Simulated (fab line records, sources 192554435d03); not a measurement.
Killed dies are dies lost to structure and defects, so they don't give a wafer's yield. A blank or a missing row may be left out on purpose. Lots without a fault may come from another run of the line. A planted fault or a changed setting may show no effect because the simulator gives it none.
One fault seen from 2 desks | flow n5_finfet | each desk has only its own numbers; what lay behind them comes last

THE TOOL OWNER'S DESK: litho_track-04
The tool's own readings at N5_BEOL_M2_DEVELOP_10 (develop time 30 s): means of the sampled wafers that have a number, for each lot that ran on this tool. A lot is out of limits, marked OUT, if its mean lies more than 4 standard deviations from the usual mean; the brackets give that distance.
Columns: A = chill_plate_temp_C at N5_BEOL_M2_DEVELOP_10, usual 23.02 C
lot  | first seen here | A
L366 | day 12 01:19    | 22.94
This desk's finding: nothing out of limits on the one lot.

THE METROLOGY DESK
What the gauges read, lot by lot, whatever tool the lot ran on: means of the sampled wafers that have a number. A lot is out of limits, marked OUT, if its mean lies more than 4 standard deviations from the usual mean; the brackets give that distance.
Columns: A = M2_ILD_THK at N5_BEOL_M2_THK_MEAS_01, usual 79.7 nm; B = cd_nm at N5_BEOL_M2_CD_MEAS_11, usual 16.75 nm
lot  | first seen here | A    | B
L348 | day 7 10:25     | 77.8 | 16.53
L354 | day 8 18:26     | 79.6 | -
L355 | day 9 04:18     | 79.1 | -
L360 | day 10 07:30    | 79.7 | 16.70
L364 | day 11 01:39    | 80.1 | 16.78
L366 | day 11 23:59    | 79.1 | 16.38
This desk's finding: nothing out of limits on any of the 6 lots.

PUT TOGETHER
The tool owner's desk saw nothing out of limits.
The metrology desk saw nothing out of limits.

WHAT THE SIMULATOR HAD PUT IN
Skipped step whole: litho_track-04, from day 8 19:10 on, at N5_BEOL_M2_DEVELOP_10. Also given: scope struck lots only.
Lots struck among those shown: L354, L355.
